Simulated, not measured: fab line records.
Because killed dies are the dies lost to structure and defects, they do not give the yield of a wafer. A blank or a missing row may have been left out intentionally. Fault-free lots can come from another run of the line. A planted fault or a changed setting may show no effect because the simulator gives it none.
Problem report, 8D (eight disciplines) form, completed by code ; flow nandHarc ; the parts of the form that need people (team, actions taken, sign-off) are left out

== 1. WHAT IS WRONG ==
Wafers without a fault read 57, standard deviation 15; rawDefectCount at NHARC_A_CHANNEL_HOLE_D1_INSPECT_40 reads a mean of 1113 on 2 wafers belonging to 2 lots. Relative to the usual mean, that is a shift of +70 standard deviations.
First observed at day 12 06:58: wafer L337.1, on defectInspect-01. The record has a number at this step for 32 wafers belonging to 12 lots. By rule, "out" or "out of limits" means more than 4 standard deviations away from the usual mean. The other wafers with a number count as sound.

== 2. WHAT IT IS; WHAT IT IS NOT ==
question;is;is not
which readings at this step;rawDefectCount;-
which lots;L337, L340;L326, L327, L328, L329, L330, L332, L333, L342, L345, L347
which wafers of those lots;all that have a number;-
read on which gauges;defectInspect-01;defectInspect-02
when;from day 12 06:58;"up to then (21 sound wafers); but 9 sound wafers of L342, L345, L347 came after"

== 3. THE SUSPECTS, EACH WITH WHAT RULES IT OUT ==
Counting: any tool at a process step up to the reading is kept as a suspect provided that every lot that is out went through it and no sound lot did after the first of them.
- the gauge at NHARC_A_CHANNEL_HOLE_D1_INSPECT_40 is ruled out. All the wafers that are out were read on defectInspect-01, but those of them that NHARC_END_SORT_01 has rows for are out there too, on other tools.
- harEtch-02 at NHARC_A_CHANNEL_HOLE_D1_ETCH_33 (etches the open film in C4F8/O2/Ar, time 90 s, target depth 400 nm): kept. All lots that are out passed through it, beginning with L337 at day 12 05:17, and no sound lot followed; its final sound lot before that point was L328 at day 11 10:56.
The count leaves harEtch-02 at NHARC_A_CHANNEL_HOLE_D1_ETCH_33.

== 4. THE CAUSE (what the simulator had put in) ==
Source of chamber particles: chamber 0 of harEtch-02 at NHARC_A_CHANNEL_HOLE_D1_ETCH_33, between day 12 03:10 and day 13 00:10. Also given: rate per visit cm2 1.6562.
Only this tool survived the counting.

== 5. THE EFFECT CHAIN, in route order ==
Each row: a reading whose mean over the struck wafers that have a number lies more than 3 standard deviations from the usual. Readings are gone through only where the record gives a usual standard deviation; hours: the median, over the lots, of the time from a lot's start at the first step in this table giving one to that lot's start at this step; sigmas: the change measured in usual standard deviations.
hours;step;reading;usual;on struck wafers;change;sigmas
0;NHARC_A_CHANNEL_HOLE_D1_INSPECT_40;rawDefectCount;57;1113;+1056;+70
348;NHARC_END_SORT_01;killedAtArray;29;110;+82;+7.4
348;NHARC_END_SORT_01;killedDies;33;114;+80;+6.7

== 6. HOW IT WOULD HAVE BEEN CAUGHT EARLIER ==
4 hours passed between the start of the fault at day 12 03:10 and the first reading out of limits at a measuring or inspecting step in this record, taken at day 12 06:58.
No tool reading at NHARC_A_CHANNEL_HOLE_D1_ETCH_33 that has a usual standard deviation in the record was out on any struck wafer, so an alarm limit of 4 standard deviations on those readings would not have fired.
Among the 2 lots that are out, L340 began NHARC_A_CHANNEL_HOLE_D1_ETCH_33 on harEtch-02 after day 12 06:58. Putting the tool on hold at that point would have spared it.
